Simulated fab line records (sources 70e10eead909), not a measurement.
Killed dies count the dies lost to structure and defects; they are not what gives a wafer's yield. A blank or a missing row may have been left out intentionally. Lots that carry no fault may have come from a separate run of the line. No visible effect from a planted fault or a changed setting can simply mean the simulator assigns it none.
fab line records + flow nandHarc
[record]
- lots = 13
- wafers = 39
- lastDay = 34
route steps=1302 shown P_STI@83 P_GATE@119
lots with no fault: from the same line, run without faults
startH: hours from the record's opening day to when the first of the lot's shown wafers began + waitH: time in hours since the lot's previous step + " repeats the value in the row above + L1.1+2: a single row standing in for several wafers + - value missing, or start not given + * or withheld: withheld + < > ~ a bound
route shown NAME@n: NAME is a module with steps in the file, n the number in the route of the first one + usual: mean/standard deviation taken from wafers without a fault + same: alike in all rows + chamber/n: place in a boat + sites: the reading at each site + _std_site: the values' standard deviation + _edge_site: mean of outer sites minus mean of inner sites + radiusMm: how far each site lies from the wafer's centre + mask NAME#n: copy n + behind: the tool/chamber that last shaped the wafer + hold: cause of the lot's hold/its duration in hours/its outcome + device: the transistor (n, p or np) that didn't switch + end of line: at the end of the route, the tests of the same wafers + a step without rows: its recipe alone + killed: at the first sort, the dies lost to defects and structure; wafer yield is something else + map: a wafer's dies, x killed, . not, _ none there
set.NAME: the run value of the setting; set.NAME@STEP: its run value at that earlier step + model.NAME: the simulator's own value behind a step, which no gauge read
a sample of lots followed through the steps of the route, with each step as a table and each wafer as a row
services: from which hour (startH, from the record's first day; less than 0 if before it) a tool's chamber was out of use, for how many hours, and why
[[steps]]
[step NHARC_P_STI_CD_MEAS_09]
[recipe]
- targetCdNm = 200
- landingEnergyEv = 500
[usual]
- cdNm = 199.8/1.8
[same]
- landingEnergyEv = 500
| lot.wafer | tool     | chamber | startH | waitH | cdNm  |
|-----------|----------|---------|--------|-------|-------|
| L812.2    | cdSem-03 | 0       | 52.96  | -     | 199.2 |
| L812.4    | "        | 0       | "      | "     | 199.6 |
| L812.6    | "        | 0       | "      | "     | 198.3 |
| L813.2    | cdSem-02 | 0       | 57.79  | -     | 202.1 |
| L813.4    | "        | 0       | "      | "     | 201.8 |
| L813.6    | "        | 0       | "      | "     | 202.4 |
| L815.1    | cdSem-03 | 0       | 73.39  | -     | 198.0 |
| L815.2    | "        | 0       | "      | "     | 198.8 |
| L815.4    | "        | 0       | "      | "     | 198.6 |
| L816.1    | cdSem-01 | 0       | 84.75  | -     | 202.4 |
| L816.4    | "        | 0       | "      | "     | 199.5 |
| L816.6    | "        | 0       | "      | "     | 199.9 |
| L817.1    | cdSem-03 | 0       | 95.64  | -     | 201.2 |
| L817.2    | "        | 0       | "      | "     | 200.7 |
| L817.6    | "        | 0       | "      | "     | 200.2 |
| L818.1    | cdSem-03 | 0       | 106.64 | -     | 200.4 |
| L818.4    | "        | 0       | "      | "     | 198.1 |
| L818.6    | "        | 0       | "      | "     | 200.0 |
| L819.2    | cdSem-01 | 0       | 112.35 | -     | 200.7 |
| L819.4    | "        | 0       | "      | "     | 196.5 |
| L819.6    | "        | 0       | "      | "     | 198.1 |
| L822.1    | cdSem-02 | 0       | 149.45 | -     | 197.2 |
| L822.2    | "        | 0       | "      | "     | 199.1 |
| L822.6    | "        | 0       | "      | "     | 199.9 |
| L826.2    | cdSem-01 | 0       | 184.30 | -     | 201.1 |
| L826.4    | "        | 0       | "      | "     | 202.8 |
| L826.6    | "        | 0       | "      | "     | 200.1 |
| L832.3    | cdSem-01 | 0       | 247.39 | -     | 200.7 |
| L832.5    | "        | 0       | "      | "     | 200.7 |
| L832.6    | "        | 0       | "      | "     | 199.7 |
| L833.1    | cdSem-03 | 0       | 256.18 | -     | 198.4 |
| L833.2    | "        | 0       | "      | "     | 198.5 |
| L833.3    | "        | 0       | "      | "     | 197.0 |
| L834.2    | cdSem-03 | 0       | 264.35 | -     | 201.0 |
| L834.4    | "        | 0       | "      | "     | 200.6 |
| L834.6    | "        | 0       | "      | "     | 202.5 |
| L835.4    | cdSem-02 | 0       | 277.98 | -     | 201.7 |
| L835.5    | "        | 0       | "      | "     | 200.5 |
| L835.6    | "        | 0       | "      | "     | 199.7 |
[step NHARC_P_STI_INSPECT_11]
[usual]
- rawDefectCount = 6/3
| lot.wafer | tool             | chamber | startH | waitH | rawDefectCount |
|-----------|------------------|---------|--------|-------|----------------|
| L812.2    | defectInspect-02 | -       | 53.08  | 0.0   | 6              |
| L812.4    | "                | -       | "      | "     | 7              |
| L812.6    | "                | -       | "      | "     | 7              |
| L813.2    | defectInspect-01 | -       | 57.91  | 0.0   | 6              |
| L813.4    | "                | -       | "      | "     | 8              |
| L813.6    | "                | -       | "      | "     | 5              |
| L815.1    | defectInspect-02 | -       | 73.52  | 0.0   | 10             |
| L815.2    | "                | -       | "      | "     | 7              |
| L815.4    | "                | -       | "      | "     | 19             |
| L816.1    | defectInspect-01 | -       | 84.88  | 0.0   | 10             |
| L816.4    | "                | -       | "      | "     | 7              |
| L816.6    | "                | -       | "      | "     | 3              |
| L817.1    | defectInspect-02 | -       | 95.76  | 0.0   | 7              |
| L817.2    | "                | -       | "      | "     | 5              |
| L817.6    | "                | -       | "      | "     | 5              |
| L818.1    | defectInspect-02 | -       | 106.76 | 0.0   | 3              |
| L818.4    | "                | -       | "      | "     | 11             |
| L818.6    | "                | -       | "      | "     | 11             |
| L819.2    | defectInspect-01 | -       | 112.48 | 0.0   | 3              |
| L819.4    | "                | -       | "      | "     | 4              |
| L819.6    | "                | -       | "      | "     | 5              |
| L822.1    | defectInspect-02 | -       | 149.57 | 0.0   | 4              |
| L822.2    | "                | -       | "      | "     | 7              |
| L822.6    | "                | -       | "      | "     | 5              |
| L826.2    | defectInspect-01 | -       | 184.42 | 0.0   | 3              |
| L826.4    | "                | -       | "      | "     | 7              |
| L826.6    | "                | -       | "      | "     | 4              |
| L832.3    | defectInspect-01 | -       | 247.51 | 0.0   | 3              |
| L832.5    | "                | -       | "      | "     | 4              |
| L832.6    | "                | -       | "      | "     | 7              |
| L833.1    | defectInspect-01 | -       | 256.30 | 0.0   | 13             |
| L833.2    | "                | -       | "      | "     | 5              |
| L833.3    | "                | -       | "      | "     | 7              |
| L834.2    | defectInspect-02 | -       | 264.47 | 0.0   | 3              |
| L834.4    | "                | -       | "      | "     | 4              |
| L834.6    | "                | -       | "      | "     | 5              |
| L835.4    | defectInspect-02 | -       | 278.10 | 0.0   | 2              |
| L835.5    | "                | -       | "      | "     | 2              |
| L835.6    | "                | -       | "      | "     | 6              |
[step NHARC_P_STI_ETCH_15]
[recipe]
- targetDepthA = 3000
- taperDeg = 4
- timeS = 100.1
- hbrFlowSccm = 150
- cl2FlowSccm = 50
- rfW = 400
- icpW = 400
- biasW = 100
- chemistry = HBr/Cl2
[usual]
- chamberPressureMTorr = 15.001/0.014
- drypumpMotorCurrentA = 5.70/0.21
- heBacksideLeakSccm = 2.7/0.35
- oesProductAu = 1.000/0.0069
- throttleValvePct = 26.407/0.0088
[same]
- timeS = 100.1
| lot.wafer | tool     | chamber | startH | waitH | chamberPressureMTorr | drypumpMotorCurrentA | heBacksideLeakSccm | oesProductAu | rfHoursCounterH | throttleValvePct |
|-----------|----------|---------|--------|-------|----------------------|----------------------|--------------------|--------------|-----------------|------------------|
| L812.2    | rieSi-03 | 1       | 53.52  | -     | 15.010               | 5.26                 | 2.7                | 0.992        | 0.0             | 26.412           |
| L812.4    | "        | 2       | "      | "     | 14.997               | 6.07                 | 2.7                | 1.005        | 0.0             | 26.401           |
| L812.6    | "        | 0       | "      | "     | 15.008               | 5.70                 | 2.5                | 1.002        | -               | 26.406           |
| L813.4    | rieSi-06 | 0       | 58.34  | -     | 15.024               | 5.47                 | 2.9                | 1.004        | 0.9             | 26.403           |
| L813.2    | "        | 2       | "      | "     | 15.001               | 5.64                 | 2.5                | 1.016        | 1.0             | 26.413           |
| L813.6    | "        | 3       | "      | "     | 14.980               | 5.46                 | 2.5                | 1.011        | -               | 26.417           |
| L815.4    | rieSi-05 | 3       | 73.97  | -     | 14.989               | 5.70                 | 3.1                | 0.986        | 0.8             | 26.413           |
| L815.2    | "        | 1       | "      | "     | 15.021               | 5.85                 | 2.8                | 0.993        | 0.7             | 26.408           |
| L815.1    | "        | 2       | "      | "     | 14.986               | 5.55                 | 2.6                | 0.990        | 0.8             | 26.413           |
| L816.1    | rieSi-06 | 3       | 85.32  | -     | 14.993               | 5.48                 | 2.5                | 0.999        | 0.0             | 26.401           |
| L816.4    | "        | 0       | "      | "     | 15.014               | 5.52                 | 2.7                | 1.011        | 0.0             | 26.409           |
| L816.6    | "        | 1       | "      | "     | 15.006               | 5.84                 | 2.8                | 1.004        | -               | 26.401           |
| L817.2    | rieSi-05 | 0       | 96.23  | -     | 14.991               | 5.91                 | 2.4                | 0.997        | 0.8             | 26.403           |
| L817.1    | "        | 2       | "      | "     | 15.021               | 5.51                 | 2.7                | 0.999        | 0.9             | 26.406           |
| L817.6    | "        | 3       | "      | "     | 15.022               | 5.68                 | 3.0                | 0.984        | -               | 26.402           |
| L818.1    | rieSi-06 | 3       | 107.17 | -     | 15.005               | 5.48                 | 2.5                | 1.005        | 0.1             | 26.411           |
| L818.4    | "        | 1       | "      | "     | 15.016               | 5.83                 | 2.9                | 1.010        | 0.2             | 26.393           |
| L818.6    | "        | 0       | "      | "     | 14.994               | 5.50                 | 2.6                | 1.006        | -               | 26.405           |
| L819.2    | rieSi-05 | 2       | 112.90 | -     | 15.014               | 5.55                 | 2.5                | 1.012        | 1.0             | 26.390           |
| L819.4    | "        | 3       | "      | "     | 14.990               | 5.66                 | 2.8                | 1.003        | 1.1             | 26.412           |
| L819.6    | "        | 2       | "      | "     | 14.998               | 5.53                 | 4.7                | 0.995        | -               | 26.390           |
| L822.2    | rieSi-03 | 3       | 150.04 | -     | 15.028               | 6.14                 | 2.9                | 0.996        | 0.6             | 26.408           |
| L822.1    | "        | 1       | "      | "     | 15.018               | 5.27                 | 2.7                | 0.987        | 0.5             | 26.399           |
| L822.6    | "        | 2       | "      | "     | 15.020               | 6.06                 | 2.6                | 0.997        | -               | 26.413           |
| L826.4    | rieSi-05 | 1       | 184.83 | -     | 15.014               | 5.88                 | 3.0                | 0.997        | 0.3             | 26.396           |
| L826.2    | "        | 3       | "      | "     | 15.027               | 5.66                 | 2.9                | 0.993        | 0.3             | 26.407           |
| L826.6    | "        | 1       | "      | "     | 15.021               | 5.95                 | 3.0                | 1.002        | -               | 26.404           |
| L832.3    | rieSi-05 | 2       | 247.93 | -     | 15.002               | 5.51                 | 2.7                | 0.997        | 0.9             | 26.407           |
| L832.5    | "        | 1       | "      | "     | 14.994               | 5.94                 | 3.0                | 0.997        | -               | 26.418           |
| L832.6    | "        | 2       | "      | "     | 15.007               | 5.55                 | 2.7                | 1.005        | -               | 26.386           |
| L833.2    | rieSi-03 | 0       | 256.76 | -     | 15.012               | 5.69                 | 2.3                | 0.995        | 0.2             | 26.416           |
| L833.1    | "        | 1       | "      | "     | 15.010               | 5.28                 | 2.7                | 0.998        | 0.2             | 26.388           |
| L833.3    | "        | 3       | "      | "     | 15.019               | 6.13                 | 2.6                | 1.002        | 0.1             | 26.403           |
| L834.2    | rieSi-05 | 1       | 264.92 | -     | 15.009               | 5.86                 | 3.0                | 0.995        | 1.0             | 26.399           |
| L834.4    | "        | 1       | "      | "     | 15.001               | 5.89                 | 3.1                | 0.989        | -               | 26.425           |
| L834.6    | "        | 0       | "      | "     | 14.992               | 5.88                 | 2.5                | 0.995        | -               | 26.405           |
| L835.4    | rieSi-06 | 3       | 278.55 | -     | 14.987               | 5.44                 | 2.4                | 0.997        | 0.1             | 26.404           |
| L835.5    | "        | 0       | "      | "     | 15.008               | 5.50                 | 2.6                | 0.991        | -               | 26.413           |
| L835.6    | "        | 1       | "      | "     | 14.989               | 5.84                 | 3.1                | 1.008        | -               | 26.401           |
[step NHARC_P_GATE_EXPOSE_08]
[recipe]
- na = 0.6
- doseMj = 16.75
- maskId = P_HV
[usual]
- reticleTempC = 23.01/0.11
| lot.wafer | tool          | chamber | startH | waitH | mask     | reticleTempC |
|-----------|---------------|---------|--------|-------|----------|--------------|
| L812.2    | krfScanner-01 | 0       | 88.92  | -     | P_HV#0   | 23.11        |
| L812.4    | "             | 0       | "      | "     | P_HV#0   | 23.07        |
| L812.6    | "             | 0       | "      | "     | P_HV#0   | 23.05        |
| L813.2    | krfScanner-02 | 0       | 89.08  | -     | P_HV#0   | 22.93        |
| L813.4    | "             | 0       | "      | "     | P_HV#0   | 22.98        |
| L813.6    | "             | 0       | "      | "     | P_HV#0   | 23.01        |
| L815.1    | krfScanner-02 | 0       | 111.71 | -     | P_HV#0   | 23.09        |
| L815.2    | "             | 0       | "      | "     | P_HV#0   | 22.91        |
| L815.4    | "             | 0       | "      | "     | P_HV#0   | 23.00        |
| L816.1    | krfScanner-02 | 0       | 120.21 | -     | P_HV#0   | 23.04        |
| L816.4    | "             | 0       | "      | "     | P_HV#0   | 22.91        |
| L816.6    | "             | 0       | "      | "     | P_HV#0   | 22.97        |
| L817.1    | krfScanner-02 | 0       | 129.97 | -     | P_HV#0   | 23.05        |
| L817.2    | "             | 0       | "      | "     | P_HV#0   | 22.95        |
| L817.6    | "             | 0       | "      | "     | P_HV#0   | 23.08        |
| L818.1    | krfScanner-04 | 0       | 146.64 | -     | P_HV#0   | 22.83        |
| L818.4    | "             | 0       | "      | "     | P_HV#0   | 22.91        |
| L818.6    | "             | 0       | "      | "     | P_HV#0   | 22.84        |
| L819.2    | krfScanner-01 | 0       | 156.23 | -     | P_HV#0   | 22.96        |
| L819.4    | "             | 0       | "      | "     | P_HV#0   | 23.12        |
| L819.6    | "             | 0       | "      | "     | P_HV#0   | 23.09        |
| L822.1    | krfScanner-01 | 0       | 187.11 | -     | P_HVPW#0 | 23.17        |
| L822.2    | "             | 0       | "      | "     | P_HVPW#0 | 23.23        |
| L822.6    | "             | 0       | "      | "     | P_HVPW#0 | 23.07        |
| L826.2    | krfScanner-01 | 0       | 225.82 | -     | P_HV#0   | 22.91        |
| L826.4    | "             | 0       | "      | "     | P_HV#0   | 22.92        |
| L826.6    | "             | 0       | "      | "     | P_HV#0   | 22.91        |
| L832.3    | krfScanner-04 | 0       | 285.41 | -     | P_HV#0   | 22.99        |
| L832.5    | "             | 0       | "      | "     | P_HV#0   | 22.90        |
| L832.6    | "             | 0       | "      | "     | P_HV#0   | 22.80        |
| L833.1    | krfScanner-01 | 0       | 293.68 | -     | P_HV#0   | 23.12        |
| L833.2    | "             | 0       | "      | "     | P_HV#0   | 23.03        |
| L833.3    | "             | 0       | "      | "     | P_HV#0   | 23.10        |
| L834.2    | krfScanner-04 | 0       | 299.87 | -     | P_HV#0   | 22.86        |
| L834.4    | "             | 0       | "      | "     | P_HV#0   | 23.11        |
| L834.6    | "             | 0       | "      | "     | P_HV#0   | 22.99        |
| L835.4    | krfScanner-02 | 0       | 312.50 | -     | P_HV#0   | 23.07        |
| L835.5    | "             | 0       | "      | "     | P_HV#0   | 22.90        |
| L835.6    | "             | 0       | "      | "     | P_HV#0   | 22.76        |
[step NHARC_P_GATE_CD_MEAS_11]
[recipe]
- targetCdNm = 1640
- landingEnergyEv = 500
[usual]
- cdNm = 1640.2/1.3
[same]
- landingEnergyEv = 500
| lot.wafer | tool     | chamber | startH | waitH | cdNm   |
|-----------|----------|---------|--------|-------|--------|
| L812.2    | cdSem-03 | 0       | 89.08  | -     | 1640.7 |
| L812.4    | "        | 0       | "      | "     | 1641.6 |
| L812.6    | "        | 0       | "      | "     | 1640.8 |
| L813.2    | cdSem-01 | 0       | 89.24  | -     | 1638.7 |
| L813.4    | "        | 0       | "      | "     | 1641.2 |
| L813.6    | "        | 0       | "      | "     | 1640.5 |
| L815.1    | cdSem-01 | 0       | 111.87 | -     | 1642.3 |
| L815.2    | "        | 0       | "      | "     | 1641.1 |
| L815.4    | "        | 0       | "      | "     | 1640.0 |
| L816.1    | cdSem-03 | 0       | 120.36 | -     | 1639.5 |
| L816.4    | "        | 0       | "      | "     | 1641.5 |
| L816.6    | "        | 0       | "      | "     | 1641.7 |
| L817.1    | cdSem-03 | 0       | 130.13 | -     | 1640.4 |
| L817.2    | "        | 0       | "      | "     | 1640.1 |
| L817.6    | "        | 0       | "      | "     | 1638.7 |
| L818.1    | cdSem-03 | 0       | 146.80 | -     | 1640.4 |
| L818.4    | "        | 0       | "      | "     | 1639.1 |
| L818.6    | "        | 0       | "      | "     | 1641.0 |
| L819.2    | cdSem-02 | 0       | 156.38 | -     | 1637.7 |
| L819.4    | "        | 0       | "      | "     | 1640.3 |
| L819.6    | "        | 0       | "      | "     | 1641.0 |
| L822.1    | cdSem-01 | 0       | 187.27 | -     | -      |
| L822.2    | "        | 0       | "      | "     | -      |
| L822.6    | "        | 0       | "      | "     | -      |
| L826.2    | cdSem-03 | 0       | 225.98 | -     | 1641.4 |
| L826.4    | "        | 0       | "      | "     | 1642.7 |
| L826.6    | "        | 0       | "      | "     | 1640.2 |
| L832.3    | cdSem-02 | 0       | 285.56 | -     | 1640.0 |
| L832.5    | "        | 0       | "      | "     | 1640.6 |
| L832.6    | "        | 0       | "      | "     | 1640.7 |
| L833.1    | cdSem-01 | 0       | 293.84 | -     | 1639.7 |
| L833.2    | "        | 0       | "      | "     | 1638.0 |
| L833.3    | "        | 0       | "      | "     | 1642.1 |
| L834.2    | cdSem-01 | 0       | 300.02 | -     | 1640.4 |
| L834.4    | "        | 0       | "      | "     | 1641.0 |
| L834.6    | "        | 0       | "      | "     | 1641.2 |
| L835.4    | cdSem-01 | 0       | 312.64 | -     | 1639.8 |
| L835.5    | "        | 0       | "      | "     | 1639.7 |
| L835.6    | "        | 0       | "      | "     | 1640.7 |
[[services]]
| tool          | chamber | startH | hours | kind   |
|---------------|---------|--------|-------|--------|
| krfScanner-02 | -       | 32.85  | 1.0   | repair |
| rieSi-06      | -       | 72.00  | 9.0   | pm     |
| krfScanner-02 | -       | 81.36  | 0.6   | repair |
| krfScanner-01 | -       | 91.99  | 1.2   | repair |
| krfScanner-02 | -       | 96.67  | 4.0   | pm     |
| krfScanner-01 | -       | 109.82 | 0.4   | repair |
| rieSi-05      | 3       | 117.00 | 7.0   | repair |
| rieSi-06      | 1       | 123.85 | 2.4   | repair |
| rieSi-05      | -       | 128.00 | 9.0   | pm     |
| krfScanner-01 | -       | 140.00 | 4.0   | pm     |
| rieSi-05      | 0       | 141.16 | 6.1   | repair |
| krfScanner-02 | -       | 153.03 | 3.6   | repair |
| krfScanner-01 | -       | 169.76 | 0.4   | repair |
| krfScanner-02 | -       | 170.47 | 3.3   | repair |
| rieSi-06      | 1       | 173.07 | 14.6  | repair |
| rieSi-06      | 3       | 180.05 | 4.1   | repair |
| krfScanner-01 | -       | 206.90 | 0.2   | repair |
| krfScanner-01 | -       | 215.38 | 0.3   | repair |
| rieSi-06      | -       | 249.00 | 9.0   | pm     |
| rieSi-05      | 3       | 262.52 | 15.6  | repair |
| krfScanner-02 | -       | 268.67 | 4.0   | pm     |
| krfScanner-02 | -       | 293.02 | 0.6   | repair |
| krfScanner-01 | -       | 293.87 | 111.6 | repair |
| rieSi-05      | -       | 305.00 | 9.0   | pm     |
[[key]]
[firstSign]
- step = NHARC_P_GATE_EXPOSE_08
- reading = mask
- direction = changed
[effect]
- step = NHARC_P_GATE_CD_MEAS_11
- reading = cdNm
- direction = missing
metAt NHARC_P_GATE_EXPOSE_08
struckLots L822
laterRowsLeftOut L822.1,L822.2,L822.6
sortLeftOut L822.1,L822.2,L822.6
testerLeftOut L822
notActingAt NHARC_P_STI_CD_MEAS_09,NHARC_P_STI_INSPECT_11,NHARC_P_STI_ETCH_15
onsetBetween 156.23 187.11
[fault]
- kind = wrongMask
- tool = any
- chamber = -
- onsetH = 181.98
- steps = NHARC_P_GATE_EXPOSE_08
- auxCopy = P_HVPW#0
- scope = struckLotsOnly
// testerLeftOut: of these lots the tester's yield and bins aren't shown, on N5 and GAA mostly nor the transistor test; their killed dies are dies lost to structure and defects alone, not to doping, threshold or leakage, so they don't give the yield
// sortLeftOut: the simulated sort isn't trusted on such a fault, so these wafers' sort isn't shown, and their yield isn't known
// laterRowsLeftOut: the simulator's readings of these wafers behind a module that went badly wrong aren't trusted and aren't shown, but for the sort
